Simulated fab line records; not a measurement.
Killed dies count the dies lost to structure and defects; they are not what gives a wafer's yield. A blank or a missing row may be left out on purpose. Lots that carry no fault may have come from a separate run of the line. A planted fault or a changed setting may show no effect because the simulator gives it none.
fab line records + flow n5_finfet
record
- lots=5
- wafers=15
- last_day=17
route steps=1938 shown BEOL_M4@1099 BEOL_M5@1112 BEOL_M9@1462 PASSIVATION@1936
lots with no fault: from the same line, run without faults
start_h: hours from the record's first day to the start of the lot's first wafer shown + wait_h: hours from the lot's prior step to this one + " as in the row above + L1.1+2: a row that stands for several wafers + - value missing, or start not given + * or withheld: withheld + < > ~ a bound
route shown NAME@n: a module of which the file shows steps, and the number in the route of the first + usual: mean/standard deviation of fault-free wafers + same: alike in all rows + chamber/n: place in a boat + sites: the reading at each site + _std_site: standard deviation across them + _edge_site: the outer-site mean with the inner-site mean subtracted + radius_mm: how far each site lies from the wafer's centre + mask NAME#n: copy n + behind: tool/chamber where the wafer was last shaped + hold: the reason the lot was held/the length of the hold in hours/how it ended + device: which transistor (n, p or np) failed to switch + end of line: tests run on the same wafers once the route is complete + a step without rows: its recipe alone + killed: dies lost to structure and defects at the first sort, not the wafer's yield + map: the dies of a wafer, with x for killed, . for not killed, _ for no die there
set.NAME: the setting that was run; set.NAME@STEP: the one run at that earlier step + model.NAME: the simulator's own value behind a step, which no gauge read
lots at some steps of the route; a table a step, a row a wafer
services: when a tool's chamber went out of use (start_h, in hours from the record's first day, below 0 if earlier), for how many hours, and the reason
## steps
# step N5_BEOL_M4_ANNEAL_95
# recipe
- temp_c=400
- time_s=240
- ambient=vacuum
# step N5_BEOL_M4_SPUTTER_96
# recipe
- material=Cu
- target_thk_a=45
- temp_c=-20
- chamber_pressure_pa=0.07
- power_w=withheld
- time_s=8.29
# step N5_BEOL_M4_ECD_50
# recipe
- material=Cu
- target_thk_a=3000
# step N5_BEOL_M4_ANNEAL_51
# recipe
- temp_c=225
- time_s=90
- ambient=N2
# step N5_BEOL_M4_CMP_52
# recipe
- stop_on=SiOC
- t_overpolish_s=6.8
- down_force_psi=1
- platen_rpm=50
- clearing_platen_down_force_psi=1.5
- clearing_platen_rpm=50
- post_cmp_clean=cu_alkaline
- target_thk_nm=40
- clearing_platen_pad_velocity_m_s=0.99484
- pad_velocity_m_s=0.99484
# step N5_BEOL_M4_PRE_CLEAN_60
# recipe
- gas=NH3/H2
- time_s=15
- temp_c=*
- rf_power_w=300
# step N5_BEOL_M4_CO_CAP_55
# recipe
- material=Co
- target_thk_a=20
- temp_c=200
- precursor=CCTBA/H2
- pressure_torr=30
- time_s=102.1
# step N5_BEOL_M4_PRE_CLEAN_56
# recipe
- gas=NH3
- time_s=15
- temp_c=withheld
- rf_power_w=300
# step N5_BEOL_M4_DEP_57
# recipe
- material=SiCN
- target_thk_a=80
- temp_c=withheld
- precursor=3MS/NH3
- pressure_torr=3
- rf_w=202
- time_s=14
# step N5_BEOL_M4_RC_MEAS_101
# usual
- DIBL_N=36.1/1.6
- DIBL_P=35.8/2.1
- IOFF_N=0.16/0.031
- IOFF_P=0.21/0.034
- ION_N=673/12
- ION_P=461/7.2
- SS_N=71.4/0.59
- SS_P=73.3/0.63
- VT_N=250/3.1
- VT_P=-250/3.3
| lot.wafer | tool      | chamber | start_h | wait_h | DIBL_N[mV/V] | DIBL_P[mV/V] | IOFF_N[nA/um] | IOFF_P[nA/um] | ION_N[uA/um] | ION_P[uA/um] | SS_N[mV/dec] | SS_P[mV/dec] | VT_N[mV] | VT_P[mV] |
|-----------|-----------|---------|---------|--------|--------------|--------------|---------------|---------------|--------------|--------------|--------------|--------------|----------|----------|
| L851.1    | prober-02 | 0       | 200.75  | 0.0    | 35.2         | 36.3         | 0.16          | 0.21          | 680          | 465          | 71.5         | 73.5         | 250      | -252     |
| L851.2    | "         | 0       | "       | "      | 35.7         | 36.7         | 0.17          | 0.20          | 670          | 459          | 70.6         | 74.7         | 251      | -250     |
| L851.6    | "         | 0       | "       | "      | 37.3         | 38.2         | 0.19          | 0.22          | 686          | 461          | 72.3         | 74.0         | 247      | -248     |
| L861.3    | prober-02 | 0       | 254.15  | 0.3    | 33.5         | 33.2         | 0.13          | 0.17          | 668          | 463          | 70.3         | 72.5         | 250      | -252     |
| L861.4    | "         | 0       | "       | "      | 36.6         | 36.0         | 0.18          | 0.20          | 687          | 461          | 72.0         | 73.0         | 246      | -254     |
| L861.6    | "         | 0       | "       | "      | 33.2         | 32.4         | 0.12          | 0.15          | 671          | 460          | 70.5         | 72.3         | 253      | -254     |
| L860.2    | prober-01 | 0       | 255.70  | 0.2    | 34.0         | 33.6         | 0.12          | 0.19          | 673          | 459          | 71.1         | 72.6         | 253      | -250     |
| L860.3    | "         | 0       | "       | "      | 35.0         | 33.9         | 0.13          | 0.18          | 673          | 460          | 70.8         | 73.0         | 252      | -254     |
| L860.4    | "         | 0       | "       | "      | 35.4         | 35.4         | 0.14          | 0.22          | 673          | 466          | 71.7         | 73.9         | 251      | -248     |
| L862.2    | prober-01 | 0       | 259.82  | 0.2    | 37.1         | 37.5         | 0.19          | 0.23          | 676          | 464          | 71.8         | 73.4         | 250      | -248     |
| L862.3    | "         | 0       | "       | "      | 32.4         | 31.9         | 0.11          | 0.15          | 649          | 451          | 69.9         | 72.0         | 253      | -254     |
| L862.6    | "         | 0       | "       | "      | 36.4         | 36.3         | 0.17          | 0.22          | 679          | 468          | 71.4         | 73.4         | 249      | -251     |
| L867.1    | prober-02 | 0       | 295.03  | 0.0    | 36.1         | 36.2         | 0.17          | 0.25          | 675          | 465          | 72.4         | 74.2         | 247      | -245     |
| L867.4    | "         | 0       | "       | "      | 35.5         | 35.8         | 0.16          | 0.23          | 671          | 468          | 71.3         | 74.2         | 248      | -247     |
| L867.6    | "         | 0       | "       | "      | 36.2         | 37.0         | 0.16          | 0.25          | 672          | 470          | 71.8         | 73.3         | 250      | -246     |
# step N5_BEOL_M5_ILD_DEP_00
# recipe
- material=SiCOH_lowk
- target_thk_a=1406.4
- temp_c=300
- precursor=DEMS/porogen
- pressure_torr=5
- rf_w=500
- time_s=25.9
# step N5_BEOL_M5_CURE_79
# recipe
- temp_c=385
- time_s=240
- ambient=He/Ar
- material=SiCOH_lowk
# step N5_BEOL_M5_PECVD_70
# recipe
- material=SiO2
- target_thk_a=160
- temp_c=400
- precursor=TEOS/O2
- pressure_torr=5.5
- rf_w=450
- teos_flow_sccm=53.8
- gas=O2
- flow_sccm=3000
- time_s=18
# step N5_BEOL_M5_HM_DEP_02
# recipe
- material=TiN
- target_thk_a=200
- temp_c=25
- chamber_pressure_pa=0.49996
# step N5_BEOL_M5_COAT_59
# recipe
- resist=SOC
- temp_c=250
- time_s=60
- spin_rpm=1500
- resist_thk_nm=60
# step N5_BEOL_M5_COAT_60
# recipe
- resist=SiARC
- temp_c=220
- time_s=60
- spin_rpm=1500
- resist_thk_nm=12
# step N5_BEOL_M5_COAT_71
# recipe
- resist=underlayer
- temp_c=205
- time_s=60
- spin_rpm=1500
- resist_thk_nm=5
# step N5_BEOL_M5_COAT_05
# recipe
- resist=CAR-EUV
- spin_rpm=1500
- resist_thk_nm=30
# step N5_BEOL_M5_EBR_07
# recipe
- solvent=PGMEA
- ebr_width_mm=1.5
# step N5_BEOL_M5_SOFTBAKE_06
# recipe
- temp_c=110
- time_s=60
- resist=CAR-EUV
# step N5_BEOL_M5_EXPOSE_08
# recipe
- mask_id=M5
- na=0.33
- source_shape=annular
- sigma_inner=0.4
- sigma_outer=0.8
- polarization=unpolarized
- target_cd_nm=28
- dose_mj=35.75
# step N5_BEOL_M5_PEB_09
# recipe
- peb_temp_c=100
- peb_time_s=60
- resist=CAR-EUV
# step N5_BEOL_M5_DEVELOP_10
# recipe
- develop_time_s=30
- developer=TMAH
- resist=CAR-EUV
- rinse_liquid=surfactant_rinse
- dry=air_spin
- dev_temp_c=23
# step N5_BEOL_M5_DESCUM_16
# recipe
- chemistry=O2
- time_s=7
- source_power_w=50
- bias_power_w=20
- pressure_mtorr=20
- rf_frequency_hz=2.712e+07
- temp_c=40
- resist=CAR-EUV
- o2_flow_sccm=225
# step N5_BEOL_M5_ETCH_72
# recipe
- chemistry=N2/H2
- target=underlayer
- target_depth_a=65
- mask_material=CAR-EUV
- time_s=5.2
- ion_energy_ev=200
- pressure_mtorr=30
- source_w=840
- bias_w=150
- n2_flow_sccm=200
- h2_flow_sccm=200
- ends=cleared
# step N5_BEOL_M5_ETCH_61
# recipe
- chemistry=CF4
- target=SiARC
- target_depth_a=156
- mask_material=CAR-EUV
- time_s=26
- ion_energy_ev=80
- pressure_mtorr=40
- source_w=545
- bias_w=36
- Ar_flow_sccm=100
- cf4_flow_sccm=100
- ends=cleared
# step N5_BEOL_M5_ETCH_62
# recipe
- chemistry=N2/H2
- target=SOC
- target_depth_a=750
- overetch_a=150
- mask_material=SiARC
- temp_c=40
- time_s=112.5
- ion_energy_ev=200
- pressure_mtorr=30
- source_w=840
- bias_w=150
- n2_flow_sccm=200
- h2_flow_sccm=200
# step N5_BEOL_M5_STRIP_63
# recipe
- chemistry=N2/H2
- temp_c=40
- n2_flow_sccm=200
- h2_flow_sccm=200
- rf_frequency_hz=6e+07
# step N5_BEOL_M5_STRIP_73
# recipe
- chemistry=N2/H2
- temp_c=40
- n2_flow_sccm=200
- h2_flow_sccm=200
- rf_frequency_hz=6e+07
# step N5_BEOL_M5_STRIP_64
# recipe
- chemistry=CF4
- resist=SiARC
- power_w=300
- bias_power_w=75
- pressure_mtorr=50
- cf4_flow_sccm=150
- rf_frequency_hz=6e+07
# step N5_BEOL_M5_HM_OPEN_17
# recipe
- chemistry=Cl2/BCl3
- target_depth_a=200
- overetch_a=60
- target=TiN
- mask_material=SOC
- ion_energy_ev=150
- pressure_mtorr=10
- icp_w=1000
- bias_w=126
- Cl2_flow_sccm=53.25
- bcl3_flow_sccm=21.75
- Ar_flow_sccm=25
# step N5_BEOL_M5_STRIP_19
# recipe
- chemistry=O2
- power_w=400
- temp_c=40
- pressure_mtorr=30
- rf_frequency_hz=6e+07
- bias_power_w=0
- overash_fraction=0.2
- o2_flow_sccm=225
# step N5_BEOL_M5_COAT_65
# recipe
- resist=SOC
- temp_c=250
- time_s=60
- spin_rpm=1500
- resist_thk_nm=60
# step N5_BEOL_M5_COAT_66
# recipe
- resist=SiARC
- temp_c=220
- time_s=60
- spin_rpm=1500
- resist_thk_nm=12
# step N5_BEOL_M9_ECD_50
# recipe
- material=Cu
- target_thk_a=3180
| lot.wafer  | tool      | chamber | start_h | wait_h |
|------------|-----------|---------|---------|--------|
| L851.1+2+6 | ecd_cu-01 | 1,0,0   | 242.81  | 0.1    |
| L862.2+3+6 | ecd_cu-01 | 0       | 303.46  | 0.1    |
| L860.2+3+4 | ecd_cu-01 | 0,1,0   | 306.90  | 0.1    |
| L861.3+4+6 | ecd_cu-02 | 1,0,0   | 307.02  | 0.1    |
| L867.1+4+6 | ecd_cu-01 | 0,1,0   | 339.50  | 0.1    |
# step N5_BEOL_M9_CMP_52
# recipe
- stop_on=SiCOH_lowk
- t_overpolish_s=7
- down_force_psi=1
- platen_rpm=50
- clearing_platen_down_force_psi=1.5
- clearing_platen_rpm=50
- post_cmp_clean=cu_alkaline
- target_thk_nm=140
- clearing_platen_pad_velocity_m_s=0.99484
- pad_velocity_m_s=0.99484
# usual
- edge_zone_pressure_frac=1.000/0.0051
- motor_current_A=6.1/0.52
- pad_life_wafers=1082/520
- time_to_endpoint_s=66/3.3
| lot.wafer | tool   | chamber | start_h | wait_h | edge_zone_pressure_frac | motor_current_A | pad_life_wafers | time_to_endpoint_s |
|-----------|--------|---------|---------|--------|-------------------------|-----------------|-----------------|--------------------|
| L851.1    | cmp-04 | 3       | 243.26  | 0.3    | 0.996                   | 5.6             | 1351            | 63                 |
| L851.2    | "      | 0       | "       | "      | 1.001                   | 6.7             | 1352            | 63                 |
| L851.6    | "      | 3       | "       | "      | 0.993                   | 5.4             | -               | 59                 |
| L862.3    | cmp-03 | 0       | 303.88  | 0.2    | 1.014                   | 5.7             | 1284            | 4                  |
| L862.2    | "      | 3       | "       | "      | 1.000                   | 5.7             | 1287            | 1                  |
| L862.6    | "      | 1       | "       | "      | 0.982                   | 6.3             | -               | 2                  |
| L860.3    | cmp-02 | 1       | 307.34  | 0.2    | 0.997                   | 6.5             | 577             | 0                  |
| L860.4    | "      | 2       | "       | "      | 1.003                   | 5.9             | 578             | 2                  |
| L860.2    | "      | 3       | "       | "      | 1.006                   | 6.0             | 579             | 0                  |
| L861.4    | cmp-03 | 2       | 307.45  | 0.2    | 0.996                   | 6.1             | 1309            | 2                  |
| L861.3    | "      | 3       | "       | "      | 0.997                   | 5.9             | 1310            | 2                  |
| L861.6    | "      | 2       | "       | "      | 1.000                   | 6.1             | -               | 6                  |
| L867.1    | cmp-04 | 0       | 340.15  | 0.3    | 1.001                   | 7.0             | 60              | 67                 |
| L867.4    | "      | 1       | "       | "      | 0.999                   | 5.6             | 61              | 75                 |
| L867.6    | "      | 0       | "       | "      | 0.999                   | 6.7             | -               | 72                 |
# step N5_PASSIVATION_PROBE_49
# usual
- defect_limited_yield=91.0/1.5
- killed_at_M0_to_M3=35/11
- killed_at_M4_up=13/6
- killed_at_contacts=14/6.5
- killed_at_front_end=40/12
- killed_at_other=4/3.4
- killed_dies=106/18
- killed_on_rim=14/4.7
- killed_open=68/14
- killed_short=35/7.7
- sort_bin_5_function=5.2/0.98
- sort_bin_6_memory=3.4/0.72
- sort_n_pass=1074/18
- sort_yield_pct=91.0/1.5
# same
- gross_dies=1180
- killed_at_back_side=0
- sort_bin_4_leakage[%]=0
- sort_bin_8_speed[%]=0
| lot.wafer | tool      | chamber | start_h | wait_h | defect_limited_yield[%] | killed_at_M0_to_M3 | killed_at_M4_up | killed_at_contacts | killed_at_front_end | killed_at_other | killed_dies | killed_on_rim | killed_open | killed_short | sort_bin_5_function[%] | sort_bin_6_memory[%] | sort_n_pass | sort_yield_pct[%] |
|-----------|-----------|---------|---------|--------|-------------------------|--------------------|-----------------|--------------------|---------------------|-----------------|-------------|---------------|-------------|--------------|------------------------|----------------------|-------------|-------------------|
| L851.1    | prober-02 | -       | 302.41  | 0.0    | 89.0                    | 58                 | 12              | 14                 | 43                  | 3               | 130         | 17            | 88          | 37           | 6.4                    | 4.3                  | 1050        | 89.0              |
| L851.2    | prober-02 | -       | 302.46  | 0.1    | 94.1                    | 24                 | 10              | 18                 | 18                  | 0               | 70          | 9             | 46          | 22           | 3.8                    | 1.9                  | 1110        | 94.1              |
| L851.6    | prober-02 | -       | 302.66  | 0.3    | 92.7                    | 40                 | 12              | 10                 | 20                  | 4               | 86          | 7             | 60          | 24           | 4.1                    | 3.0                  | 1094        | 92.7              |
| L862.2    | prober-02 | -       | 363.07  | 0.1    | 0                       | 25                 | 1100            | 7                  | 40                  | 8               | 1180        | 152           | 64          | 33           | 96.3                   | 3.4                  | 0           | 0                 |
| L862.3    | prober-02 | -       | 363.12  | 0.1    | 0                       | 26                 | 1114            | 8                  | 29                  | 3               | 1180        | 152           | 69          | 26           | 96.7                   | 2.9                  | 0           | 0                 |
| L862.6    | prober-02 | -       | 363.27  | 0.3    | 0                       | 23                 | 1086            | 9                  | 47                  | 15              | 1180        | 152           | 69          | 34           | 96.2                   | 3.4                  | 0           | 0                 |
| L861.3    | prober-01 | -       | 366.62  | 0.1    | 0                       | 43                 | 1095            | 17                 | 23                  | 2               | 1180        | 152           | 68          | 26           | 96.8                   | 3.2                  | 0           | 0                 |
| L861.4    | prober-01 | -       | 366.67  | 0.2    | 0                       | 35                 | 1103            | 18                 | 24                  | 0               | 1180        | 152           | 62          | 29           | 95.9                   | 3.9                  | 0           | 0                 |
| L861.6    | prober-01 | -       | 366.77  | 0.3    | 0                       | 35                 | 1085            | 23                 | 35                  | 2               | 1180        | 152           | 61          | 42           | 96.3                   | 2.9                  | 0           | 0                 |
| L860.2    | prober-02 | -       | 366.62  | 0.1    | 0                       | 28                 | 1101            | 8                  | 40                  | 3               | 1180        | 152           | 55          | 42           | 96.9                   | 2.7                  | 0           | 0                 |
| L860.3    | prober-02 | -       | 366.67  | 0.1    | 0                       | 33                 | 1095            | 15                 | 32                  | 5               | 1180        | 152           | 66          | 39           | 97.1                   | 2.6                  | 0           | 0                 |
| L860.4    | prober-02 | -       | 366.72  | 0.2    | 0                       | 29                 | 1093            | 3                  | 52                  | 3               | 1180        | 152           | 61          | 45           | 96.7                   | 2.7                  | 0           | 0                 |
| L867.1    | prober-02 | -       | 396.18  | 0.0    | 90.8                    | 36                 | 6               | 25                 | 39                  | 3               | 109         | 17            | 82          | 26           | 4.9                    | 4.2                  | 1071        | 90.8              |
| L867.4    | prober-02 | -       | 396.33  | 0.2    | 91.4                    | 34                 | 6               | 9                  | 50                  | 2               | 101         | 14            | 59          | 38           | 5.8                    | 2.4                  | 1079        | 91.4              |
| L867.6    | prober-02 | -       | 396.43  | 0.3    | 92.0                    | 29                 | 5               | 14                 | 39                  | 7               | 94          | 15            | 64          | 27           | 4.9                    | 2.9                  | 1086        | 92.0              |
# killed by level:class
L851.1 FIN_SAQP:geometric_particle:open=22 BEOL_M0_SAQP:geometric_particle:short=22 BEOL_M0_SAQP:geometric_particle:open=21 MOL_CONTACT_COAG:geometric_particle:open=10 BEOL_M1:geometric_particle:open=7 DUMMY_GATE:geometric_particle:open=5 BEOL_M5:geometric_particle:open=5 FIN_SAQP:geometric_particle:short=4
L851.2 MOL_CONTACT_COAG:geometric_particle:open=13 BEOL_M0_SAQP:geometric_particle:open=8 BEOL_M0_SAQP:geometric_particle:short=7 FIN_SAQP:geometric_particle:open=5 MOL_CONTACT_COAG:geometric_particle:short=5 BEOL_M1:geometric_particle:open=3 BEOL_M3:geometric_particle:open=3 BEOL_M4:geometric_particle:open=3
L851.6 BEOL_M0_SAQP:geometric_particle:open=12 BEOL_M3:geometric_particle:open=10 BEOL_M0_SAQP:geometric_particle:short=9 MOL_CONTACT_COAG:geometric_particle:open=6 BEOL_M8:geometric_particle:open=6 DUMMY_GATE:geometric_particle:open=5 MOL_CONTACT_COAG:geometric_particle:short=4 FIN_SAQP:geometric_particle:open=3
L862.2 BEOL_M9:area_ecd=1082 STI_FIN_REVEAL:geometric_particle:open=14 BEOL_M4:geometric_particle:open=12 FIN_SAQP:geometric_particle:short=7 MOL_CONTACT_COAG:geometric_particle:open=6 BEOL_M2:geometric_particle:open=6 DUMMY_GATE:geometric_particle:open=5 BEOL_M0_SAQP:geometric_particle:short=5
L862.3 BEOL_M9:area_ecd=1085 BEOL_M4:geometric_particle:open=12 STI_FIN_REVEAL:geometric_particle:open=8 MOL_CONTACT_COAG:geometric_particle:open=7 BEOL_M0_SAQP:geometric_particle:open=7 BEOL_M1:geometric_particle:open=7 BEOL_M5:geometric_particle:open=7 BEOL_M0_SAQP:geometric_particle:short=6
L862.6 BEOL_M9:area_ecd=1076 FIN_SAQP:geometric_particle:open=13 FIN_SAQP:geometric_particle:short=11 MOL_CONTACT_COAG:geometric_particle:open=8 BEOL_M0_SAQP:geometric_particle:open=8 MIM_TOP:geometric_particle:open=6 STI_FIN_REVEAL:geometric_particle:open=5 DUMMY_GATE:geometric_particle:open=5
L861.3 BEOL_M9:area_ecd=1086 MOL_CONTACT_COAG:geometric_particle:open=14 BEOL_M0_SAQP:geometric_particle:open=12 BEOL_M1:geometric_particle:open=12 BEOL_M0:geometric_particle:open=8 FIN_SAQP:geometric_particle:short=6 FIN_SAQP:geometric_particle:open=5 BEOL_M0_SAQP:geometric_particle:short=5
L860.2 BEOL_M9:area_ecd=1083 BEOL_M1:geometric_particle:open=9 BEOL_M4:geometric_particle:open=8 FIN_SAQP:geometric_particle:open=7 FIN_SAQP:geometric_particle:short=7 MOL_CONTACT_COAG:geometric_particle:open=7 BEOL_M0_SAQP:geometric_particle:short=6 STARTING-WAFER:geometric_particle:open=6
L861.4 BEOL_M9:area_ecd=1089 MOL_CONTACT_COAG:geometric_particle:open=13 BEOL_M0_SAQP:geometric_particle:short=9 BEOL_M3:geometric_particle:open=8 BEOL_M0_SAQP:geometric_particle:open=7 STI_FIN_REVEAL:geometric_particle:open=5 MOL_CONTACT_COAG:geometric_particle:short=5 FIN_SAQP:geometric_particle:short=4
L860.3 BEOL_M9:area_ecd=1075 MOL_CONTACT_COAG:geometric_particle:open=13 BEOL_M0_SAQP:geometric_particle:open=8 BEOL_M4:geometric_particle:open=8 BEOL_M0_SAQP:geometric_particle:short=7 GATE_CUT:geometric_particle:short=6 FIN_SAQP:geometric_particle:open=5 BEOL_M2:geometric_particle:open=5
L860.4 BEOL_M9:area_ecd=1072 FIN_SAQP:geometric_particle:short=16 BEOL_M0_SAQP:geometric_particle:open=15 STI_FIN_REVEAL:geometric_particle:open=9 FIN_SAQP:geometric_particle:open=7 BEOL_M4:geometric_particle:short=6 GATE_CUT:geometric_particle:short=6 GATE_CUT:geometric_particle:open=6
L861.6 BEOL_M9:area_ecd=1077 MOL_CONTACT_COAG:geometric_particle:open=15 BEOL_M0_SAQP:geometric_particle:short=14 MOL_CONTACT_COAG:geometric_particle:short=8 BEOL_M0_SAQP:geometric_particle:open=8 BEOL_M2:geometric_particle:open=6 FIN_SAQP:geometric_particle:short=5 FIN_SAQP:geometric_particle:open=5
L867.1 MOL_CONTACT_COAG:geometric_particle:open=23 BEOL_M2:geometric_particle:open=11 FIN_SAQP:geometric_particle:open=10 BEOL_M1:geometric_particle:open=8 STI_FIN_REVEAL:geometric_particle:open=7 DUMMY_GATE:geometric_particle:open=6 BEOL_M0_SAQP:geometric_particle:short=6 FIN_SAQP:geometric_particle:short=5
L867.4 FIN_SAQP:geometric_particle:open=15 FIN_SAQP:geometric_particle:short=12 BEOL_M0_SAQP:geometric_particle:short=8 MOL_CONTACT_COAG:geometric_particle:open=8 BEOL_M1:geometric_particle:open=7 DUMMY_GATE:geometric_particle:open=5 DUMMY_GATE:geometric_particle:short=5 BEOL_M2:geometric_particle:open=5
L867.6 DUMMY_GATE:geometric_particle:open=10 MOL_CONTACT_COAG:geometric_particle:open=10 FIN_SAQP:geometric_particle:open=8 BEOL_M0_SAQP:geometric_particle:open=8 BEOL_M1:geometric_particle:open=6 BEOL_M2:geometric_particle:open=5 FIN_SAQP:geometric_particle:short=4 STI_FIN_REVEAL:geometric_particle:open=4
# map L860.2 (x killed, . not)
_________________xxxxxxxxxxxx________________
______________xxxxxxxxxxxxxxxxxx_____________
___________xxxxxxxxxxxxxxxxxxxxxxxx__________
__________xxxxxxxxxxxxxxxxxxxxxxxxxx_________
________xxxxxxxxxxxxxxxxxxxxxxxxxxxxxx_______
_______xxxxxxxxxxxxxxxxxxxxxxxxxxxxxxxx______
______xxxxxxxxxxxxxxxxxxxxxxxxxxxxxxxxxx_____
_____xxxxxxxxxxxxxxxxxxxxxxxxxxxxxxxxxxxx____
____xxxxxxxxxxxxxxxxxxxxxxxxxxxxxxxxxxxxxx___
___xxxxxxxxxxxxxxxxxxxxxxxxxxxxxxxxxxxxxxxx__
___xxxxxxxxxxxxxxxxxxxxxxxxxxxxxxxxxxxxxxxx__
__xxxxxxxxxxxxxxxxxxxxxxxxxxxxxxxxxxxxxxxxxx_
__xxxxxxxxxxxxxxxxxxxxxxxxxxxxxxxxxxxxxxxxxx_
_xxxxxxxxxxxxxxxxxxxxxxxxxxxxxxxxxxxxxxxxxxxx
_xxxxxxxxxxxxxxxxxxxxxxxxxxxxxxxxxxxxxxxxxxxx
_xxxxxxxxxxxxxxxxxxxxxxxxxxxxxxxxxxxxxxxxxxxx
_xxxxxxxxxxxxxxxxxxxxxxxxxxxxxxxxxxxxxxxxxxxx
_xxxxxxxxxxxxxxxxxxxxxxxxxxxxxxxxxxxxxxxxxxxx
_xxxxxxxxxxxxxxxxxxxxxxxxxxxxxxxxxxxxxxxxxxxx
_xxxxxxxxxxxxxxxxxxxxxxxxxxxxxxxxxxxxxxxxxxxx
_xxxxxxxxxxxxxxxxxxxxxxxxxxxxxxxxxxxxxxxxxxxx
__xxxxxxxxxxxxxxxxxxxxxxxxxxxxxxxxxxxxxxxxxx_
__xxxxxxxxxxxxxxxxxxxxxxxxxxxxxxxxxxxxxxxxxx_
___xxxxxxxxxxxxxxxxxxxxxxxxxxxxxxxxxxxxxxxx__
___xxxxxxxxxxxxxxxxxxxxxxxxxxxxxxxxxxxxxxxx__
____xxxxxxxxxxxxxxxxxxxxxxxxxxxxxxxxxxxxxx___
_____xxxxxxxxxxxxxxxxxxxxxxxxxxxxxxxxxxxx____
______xxxxxxxxxxxxxxxxxxxxxxxxxxxxxxxxxx_____
_______xxxxxxxxxxxxxxxxxxxxxxxxxxxxxxxx______
________xxxxxxxxxxxxxxxxxxxxxxxxxxxxxx_______
__________xxxxxxxxxxxxxxxxxxxxxxxxxx_________
___________xxxxxxxxxxxxxxxxxxxxxxxx__________
______________xxxxxxxxxxxxxxxxxx_____________
_________________xxxxxxxxxxxx________________
# map L861.3 (x killed, . not)
_________________xxxxxxxxxxxx________________
______________xxxxxxxxxxxxxxxxxx_____________
___________xxxxxxxxxxxxxxxxxxxxxxxx__________
__________xxxxxxxxxxxxxxxxxxxxxxxxxx_________
________xxxxxxxxxxxxxxxxxxxxxxxxxxxxxx_______
_______xxxxxxxxxxxxxxxxxxxxxxxxxxxxxxxx______
______xxxxxxxxxxxxxxxxxxxxxxxxxxxxxxxxxx_____
_____xxxxxxxxxxxxxxxxxxxxxxxxxxxxxxxxxxxx____
____xxxxxxxxxxxxxxxxxxxxxxxxxxxxxxxxxxxxxx___
___xxxxxxxxxxxxxxxxxxxxxxxxxxxxxxxxxxxxxxxx__
___xxxxxxxxxxxxxxxxxxxxxxxxxxxxxxxxxxxxxxxx__
__xxxxxxxxxxxxxxxxxxxxxxxxxxxxxxxxxxxxxxxxxx_
__xxxxxxxxxxxxxxxxxxxxxxxxxxxxxxxxxxxxxxxxxx_
_xxxxxxxxxxxxxxxxxxxxxxxxxxxxxxxxxxxxxxxxxxxx
_xxxxxxxxxxxxxxxxxxxxxxxxxxxxxxxxxxxxxxxxxxxx
_xxxxxxxxxxxxxxxxxxxxxxxxxxxxxxxxxxxxxxxxxxxx
_xxxxxxxxxxxxxxxxxxxxxxxxxxxxxxxxxxxxxxxxxxxx
_xxxxxxxxxxxxxxxxxxxxxxxxxxxxxxxxxxxxxxxxxxxx
_xxxxxxxxxxxxxxxxxxxxxxxxxxxxxxxxxxxxxxxxxxxx
_xxxxxxxxxxxxxxxxxxxxxxxxxxxxxxxxxxxxxxxxxxxx
_xxxxxxxxxxxxxxxxxxxxxxxxxxxxxxxxxxxxxxxxxxxx
__xxxxxxxxxxxxxxxxxxxxxxxxxxxxxxxxxxxxxxxxxx_
__xxxxxxxxxxxxxxxxxxxxxxxxxxxxxxxxxxxxxxxxxx_
___xxxxxxxxxxxxxxxxxxxxxxxxxxxxxxxxxxxxxxxx__
___xxxxxxxxxxxxxxxxxxxxxxxxxxxxxxxxxxxxxxxx__
____xxxxxxxxxxxxxxxxxxxxxxxxxxxxxxxxxxxxxx___
_____xxxxxxxxxxxxxxxxxxxxxxxxxxxxxxxxxxxx____
______xxxxxxxxxxxxxxxxxxxxxxxxxxxxxxxxxx_____
_______xxxxxxxxxxxxxxxxxxxxxxxxxxxxxxxx______
________xxxxxxxxxxxxxxxxxxxxxxxxxxxxxx_______
__________xxxxxxxxxxxxxxxxxxxxxxxxxx_________
___________xxxxxxxxxxxxxxxxxxxxxxxx__________
______________xxxxxxxxxxxxxxxxxx_____________
_________________xxxxxxxxxxxx________________
## services
| tool      | chamber | start_h | hours | kind                           |
|-----------|---------|---------|-------|--------------------------------|
| cmp-02    | -       | 231.34  | 4.0   | pm                             |
| cmp-04    | -       | 233.64  | 1.8   | repair                         |
| cmp-02    | -       | 235.34  | -     | consumable_replace:conditioner |
| cmp-02    | -       | 235.34  | -     | consumable_replace:pad         |
| ecd_cu-02 | -       | 254.73  | 1.0   | repair                         |
| cmp-04    | -       | 258.03  | 0.8   | repair                         |
| cmp-03    | -       | 276.92  | 1.5   | repair                         |
| cmp-02    | -       | 312.55  | 0.3   | repair                         |
| ecd_cu-02 | -       | 323.49  | 0.7   | repair                         |
| cmp-04    | -       | 328.23  | 4.0   | pm                             |
| cmp-04    | -       | 332.23  | -     | consumable_replace:conditioner |
| cmp-04    | -       | 332.23  | -     | consumable_replace:pad         |
## key
first_sign
- step=N5_BEOL_M9_CMP_52
- reading=time_to_endpoint_s
- direction=down
- sigmas=19
- usual=*
- struck=*
effect
- step=N5_PASSIVATION_PROBE_49
- reading=killed_at_M4_up
- direction=up
- sigmas=99+
- usual=13
- struck=1097
more_kills_born_at
- N5_BEOL_M9_ECD_50@ecd_cu-01=6473
- N5_BEOL_M9_ECD_50@ecd_cu-02=3252
met_at N5_BEOL_M9_ECD_50
struck_wafers L860.2,L860.3,L860.4,L861.3,L861.4,L861.6,L862.2,L862.3,L862.6
later_rows_left_out L860.2,L860.3,L860.4,L861.3,L861.4,L861.6,L862.2,L862.3,L862.6
onset_between 242.81 303.46
fault
- kind=skipped_step_whole
- tool=ecd_cu-01,ecd_cu-02
- chamber=-
- onset_h=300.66
- steps=N5_BEOL_M9_ECD_50
- scope=struck_lots_only
# later_rows_left_out: the simulator's readings of these wafers behind a module that went badly wrong aren't trusted and aren't shown, but for the sort
